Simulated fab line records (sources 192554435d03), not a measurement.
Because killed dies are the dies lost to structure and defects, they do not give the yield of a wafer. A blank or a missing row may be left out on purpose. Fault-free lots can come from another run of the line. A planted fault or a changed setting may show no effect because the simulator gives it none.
Matching of chambers | flow n5Finfet | N5_BEOL_M0_SAQP_MANDREL_ETCH_20 on rieSi-03: 4 sister chambers
The step etches a-Si in HBr/Cl2, stops on SiNx, target depth 60 nm, bt time 10 s, time 30 s. 8 wafers are shown with their chamber, then 10 later ones without.

## WAFERS PAIRED WITH THEIR CHAMBERS
wafer  | chamber | drypumpMotorCurrentA (A) | oesProductAu (a.u.)
L078.5 | 0       | 5.1                      | 0.782
L082.3 | 3       | 5.5                      | 0.778
L082.4 | 1       | 5.3                      | 0.783
L084.2 | 0       | 5.1                      | 0.767
L084.4 | 2       | 5.5                      | 0.795
L084.5 | 2       | 5.5                      | 0.797
L090.2 | 3       | 5.6                      | 0.764
L090.5 | 1       | 5.3                      | 0.775

## WAFERS MISSING THEIR CHAMBER
wafer  | drypumpMotorCurrentA (A) | oesProductAu (a.u.)
L090.6 | 5.5                      | 0.789
L094.2 | 5.3                      | 0.776
L094.3 | 5.5                      | 0.787
L094.5 | 5.5                      | 0.801
L095.4 | 5.4                      | 0.785
L095.5 | 5.5                      | 0.810
L095.6 | 5.3                      | 0.784
L097.1 | 5.5                      | 0.785
L097.3 | 5.0                      | 0.773
L097.4 | 5.3                      | 0.778

## CHAMBER TAKEN BY EACH
wafer  | from the rows above          | in truth
L090.6 | can't be placed: 2 or 3      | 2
L094.2 | 1                            | 1
L094.3 | can't be placed: 2 or 3      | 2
L094.5 | 2                            | 2
L095.4 | can't be placed: 1 or 2 or 3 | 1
L095.5 | 2                            | 2
L095.6 | 1                            | 1
L097.1 | can't be placed: 2 or 3      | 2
L097.3 | 0                            | 0
L097.4 | 1                            | 1
Correctly placed: 6 of 10. Can't be placed from these rows: 4 (the true chamber is among the candidates in 4). 0 placed wrongly.
How it was worked out, from the rows above alone: a wafer's distance from a chamber is the root of the sum, over the readings, of the square of ((its reading less the chamber's mean) divided by the reading's scatter). If the next closest chamber is less than 2 further off than the closest, the wafer can't be placed; otherwise it belongs to the closest. A chamber's mean is the mean of its shown wafers. The scatter: take each reading less its chamber's mean, square it, sum over the shown wafers, divide by the number of wafers less the number of chambers, and take the root.
